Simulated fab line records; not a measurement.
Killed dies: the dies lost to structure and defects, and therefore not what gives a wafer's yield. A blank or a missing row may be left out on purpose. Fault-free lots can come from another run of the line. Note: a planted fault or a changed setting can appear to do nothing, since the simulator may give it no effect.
Chamber matching	flow nand harc	ald metal-01 running NHARC_A_CONTACT_ALD_18: 4 sister chambers
The step deposits TiN, target thk 3 nm, pulse time 1 s, ald cycles 150. 4 wafers are shown with their chamber, then 12 later ones without.

== WAFERS, EACH WITH ITS CHAMBER ==
wafer	chamber	heater power w (W)
L087.3	2	1344
L087.6	1	1028
L089.5	0	1366
L089.6	3	1240

== WAFERS WHOSE CHAMBER IS MISSING ==
wafer	heater power w (W)
L090.1	1241
L090.3	1373
L090.4	1279
L090.2	1019
L090.5	1023
L090.6	1345
L095.1	1190
L095.2	1339
L095.3	1270
L095.4	1095
L095.5	1261
L095.6	1233

== EACH ONE'S CHAMBER ==
wafer	from the rows above	in truth
L090.1	3	3
L090.3	can't be placed: 0 or 2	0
L090.4	can't be placed: 3 or 2 or 0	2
L090.2	1	1
L090.5	1	1
L090.6	can't be placed: 2 or 0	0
L095.1	3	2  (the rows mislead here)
L095.2	can't be placed: 2 or 0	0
L095.3	can't be placed: 3 or 2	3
L095.4	1	1
L095.5	3	3
L095.6	3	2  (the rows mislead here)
5 of 12 placed correctly. From these rows, 5 cannot be placed; in 5 the true chamber is one of the candidates. Placed wrongly: 2.
How it was worked out, from the rows above alone: a wafer's distance from a chamber is the root of the sum, over the readings, of the square of ((its reading less the chamber's mean) divided by the reading's scatter). The wafer belongs to the nearest chamber; if the next one is less than 2 further off, it can't be placed. For every chamber, the mean is computed from those of its wafers that are shown. The scatter: with one shown wafer a chamber, the root of the mean of the squares of how far each hidden wafer lies from its nearest shown one.
